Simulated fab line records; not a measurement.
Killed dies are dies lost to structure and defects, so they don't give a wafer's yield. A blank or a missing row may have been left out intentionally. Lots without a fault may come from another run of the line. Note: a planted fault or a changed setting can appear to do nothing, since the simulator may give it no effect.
What tool caused it? + flow n5_finfet + 30 wafers from 11 lots sampled at 4 of the route's 1938 steps

== WHAT EACH GAUGE READ, for each wafer ==
N5_BEOL_M13_THK_MEAS_50: measures by xrf. Usual: M13_THK typically reads 415 nm, with standard deviation 10.
| lot  | measured     | on            | M13_THK (nm) | flag |
|------|--------------|---------------|--------------|------|
| L991 | day 11 06:36 | film_metro-01 | 438 428 420  |      |
| L990 | day 11 19:14 | film_metro-01 | 415 423      |      |
| L993 | day 12 04:46 | film_metro-01 | 415 407 413  |      |
| L996 | day 13 04:26 | film_metro-01 | 417 429      |      |
| L997 | day 13 07:29 | film_metro-01 | 423 435      |      |
| L101 | day 14 06:33 | film_metro-02 | 413 406 426  |      |
| L108 | day 16 04:59 | film_metro-02 | 402 396 414  |      |
| L110 | day 16 11:33 | film_metro-02 | 405 412 410  |      |
| L109 | day 16 16:39 | film_metro-02 | 406 396 404  |      |
| L112 | day 17 07:08 | film_metro-01 | 430 440 434  |      |
| L111 | day 17 11:19 | film_metro-01 | 419 422 408  |      |

N5_BEOL_M14_CD_MEAS_17: target cd 250 nm. Usual: cd_nm 249.4 nm, standard deviation 2.6.
| lot  | measured     | on        | cd_nm (nm)        | flag |
|------|--------------|-----------|-------------------|------|
| L991 | day 11 08:18 | cd_sem-03 | 253.4 246.9 249.8 |      |
| L990 | day 11 20:28 | cd_sem-02 | 251.5 250.0       |      |
| L993 | day 12 06:13 | cd_sem-02 | 247.2 252.0 245.6 |      |
| L996 | day 13 05:46 | cd_sem-03 | 250.4 245.3       |      |
| L997 | day 13 08:49 | cd_sem-01 | 247.0 248.5       |      |
| L101 | day 14 07:48 | cd_sem-03 | 249.0 252.2 250.2 |      |
| L108 | day 16 06:11 | cd_sem-01 | 249.4 251.5 251.8 |      |
| L110 | day 16 12:46 | cd_sem-03 | 247.3 250.2 248.2 |      |
| L109 | day 16 17:54 | cd_sem-01 | 252.0 250.2 249.5 |      |
| L112 | day 17 08:31 | cd_sem-02 | 253.5 249.2 251.6 |      |
| L111 | day 17 12:40 | cd_sem-01 | 250.0 252.3 253.9 |      |

== WHICH TOOL RAN EACH LOT (tool, then ch and the chambers of the sampled wafers, then the start) ==
| lot  | N5_BEOL_M14_ETCH_59                | N5_BEOL_M14_STRIP_63                          |
|------|------------------------------------|-----------------------------------------------|
| L991 | rie_diel-03 ch 0,2,3, day 11 07:54 | rie_diel-03 ch 0,2,3, day 11 08:18 or earlier |
| L990 | rie_diel-02 ch 0,3, day 11 20:04   | rie_diel-02 ch 0,3, day 11 20:28 or earlier   |
| L993 | rie_diel-01 ch 1,2,3, day 12 05:47 | rie_diel-01 ch 1,2,3, day 12 06:13 or earlier |
| L996 | rie_diel-03 ch 1,2, day 13 05:23   | rie_diel-03 ch 1,2, day 13 05:46 or earlier   |
| L997 | rie_diel-03 ch 2,3, day 13 08:25   | rie_diel-03 ch 2,3, day 13 08:49 or earlier   |
| L101 | rie_diel-03 ch 0,2, day 14 07:23   | rie_diel-03 ch 0,2, day 14 07:48 or earlier   |
| L108 | rie_diel-02 ch 0,2,3, day 16 05:47 | rie_diel-02 ch 0,2,3, day 16 06:11 or earlier |
| L110 | rie_diel-01 ch 0,3, day 16 12:22   | rie_diel-01 ch 0,3, day 16 12:46 or earlier   |
| L109 | rie_diel-02 ch 1,2,3, day 16 17:28 | rie_diel-02 ch 1,2,3, day 16 17:54 or earlier |
| L112 | rie_diel-03 ch 0,1,3, day 17 08:06 | rie_diel-03 ch 0,1,3, day 17 08:31 or earlier |
| L111 | rie_diel-01 ch 1,2,3, day 17 12:16 | rie_diel-01 ch 1,2,3, day 17 12:40 or earlier |
- N5_BEOL_M14_ETCH_59: etches BARC in N2/H2, target depth 89 nm, overetch 26.7 nm, time 67.9 s.
- N5_BEOL_M14_STRIP_63: strips in O2.

== WHAT THE TOOLS THEMSELVES READ (means of the sampled wafers that have a number; where no wafer has one, the mark that the record gives instead) ==
N5_BEOL_M14_ETCH_59. Usual: drypump_motor_current_A 5.7 A, standard deviation 0.4; oes_product_au 0.69 a.u., standard deviation 0.071; rf_vpp_V 524.7 V, standard deviation 2.6; run_length_s 91.2 s, standard deviation 0.45; showerhead_plenum_p_Torr 2.57 Torr, standard deviation 0.096; throttle_valve_pct 17.80 %, standard deviation 0.24.
| lot  | tool        | drypump_motor_current_A (A) | oes_product_au (a.u.) | rf_vpp_V (V) | run_length_s (s) | showerhead_plenum_p_Torr (Torr) | throttle_valve_pct (%) | flag |
|------|-------------|-----------------------------|-----------------------|--------------|------------------|---------------------------------|------------------------|------|
| L991 | rie_diel-03 | 5.7                         | 0.71                  | 525.9        | 91.4             | 2.60                            | 17.72                  |      |
| L990 | rie_diel-02 | 5.8                         | 0.64                  | 521.6        | 91.0             | 2.49                            | 18.09                  |      |
| L993 | rie_diel-01 | 5.6                         | 0.63                  | 524.0        | 91.5             | 2.53                            | 17.99                  |      |
| L996 | rie_diel-03 | 5.8                         | 0.68                  | 521.8        | 91.0             | 2.49                            | 17.57                  |      |
| L997 | rie_diel-03 | 5.8                         | 0.65                  | 523.1        | 91.7             | 2.52                            | 17.75                  |      |
| L101 | rie_diel-03 | 5.5                         | 0.72                  | 525.9        | 84.6             | 2.57                            | 17.79                  | OFF  |
| L108 | rie_diel-02 | 5.6                         | 0.70                  | 526.6        | 91.1             | 2.65                            | 17.94                  |      |
| L110 | rie_diel-01 | 5.8                         | 0.65                  | 525.2        | 91.3             | 2.61                            | 18.00                  |      |
| L109 | rie_diel-02 | 5.9                         | 0.69                  | 525.5        | 91.1             | 2.65                            | 17.93                  |      |
| L112 | rie_diel-03 | 5.9                         | 0.69                  | 524.4        | 91.6             | 2.57                            | 17.68                  |      |
| L111 | rie_diel-01 | 5.7                         | 0.75                  | 523.6        | 91.5             | 2.51                            | 17.75                  |      |

N5_BEOL_M14_STRIP_63. Usual: drypump_motor_current_A 5.7 A, standard deviation 0.4; oes_product_au 0.80 a.u., standard deviation 0.091; rf_vpp_V 3.7 V, standard deviation 0.88; showerhead_plenum_p_Torr 2.12 Torr, standard deviation 0.065; throttle_valve_pct 16.62 %, standard deviation 0.27.
| lot  | tool        | drypump_motor_current_A (A) | oes_product_au (a.u.) | rf_vpp_V (V) | showerhead_plenum_p_Torr (Torr) | throttle_valve_pct (%) | flag |
|------|-------------|-----------------------------|-----------------------|--------------|---------------------------------|------------------------|------|
| L991 | rie_diel-03 | 5.7                         | 0.83                  | 3.6          | 2.16                            | 16.67                  |      |
| L990 | rie_diel-02 | 5.8                         | 0.74                  | 3.9          | 2.03                            | 16.70                  |      |
| L993 | rie_diel-01 | 5.7                         | 0.74                  | 3.0          | 2.10                            | 16.86                  |      |
| L996 | rie_diel-03 | 5.9                         | 0.80                  | 3.2          | 2.08                            | 16.55                  |      |
| L997 | rie_diel-03 | 5.8                         | 0.74                  | 4.5          | 2.12                            | 16.86                  |      |
| L101 | rie_diel-03 | 5.5                         | 0.76                  | 3.5          | 2.14                            | 16.80                  |      |
| L108 | rie_diel-02 | 5.6                         | 0.81                  | 4.1          | 2.17                            | 16.58                  |      |
| L110 | rie_diel-01 | 5.8                         | 0.74                  | 3.7          | 2.15                            | 16.82                  |      |
| L109 | rie_diel-02 | 5.9                         | 0.79                  | 3.4          | 2.16                            | 16.56                  |      |
| L112 | rie_diel-03 | 5.8                         | 0.81                  | 4.1          | 2.13                            | 16.47                  |      |
| L111 | rie_diel-01 | 5.7                         | 0.88                  | 4.1          | 2.08                            | 16.60                  |      |

== THE ANSWER, worked out from the rows above alone ==
Rule: a lot counts as off when the mean over its wafers that have a number is more than 3 standard deviations away from the usual mean. Also off: a lot with no number at a reading for which 4 or more lots have one. All remaining lots with rows at the step are treated as sound. After the gauges, taken in route order, come the tools' own readings; for these a lot's mean is taken, as printed above. At the first step where some lot is off, the reading lying furthest off is the one used; lots without a number count as furthest.
Off: L101 (N5_BEOL_M14_ETCH_59, run_length_s).
If a tool, at that step or one of the process steps before it, ran each lot that is off and ran no sound lot following the first of them, it fits. Not one of the candidates tried fits.

== WHAT THE SIMULATOR HAD INSERTED ==
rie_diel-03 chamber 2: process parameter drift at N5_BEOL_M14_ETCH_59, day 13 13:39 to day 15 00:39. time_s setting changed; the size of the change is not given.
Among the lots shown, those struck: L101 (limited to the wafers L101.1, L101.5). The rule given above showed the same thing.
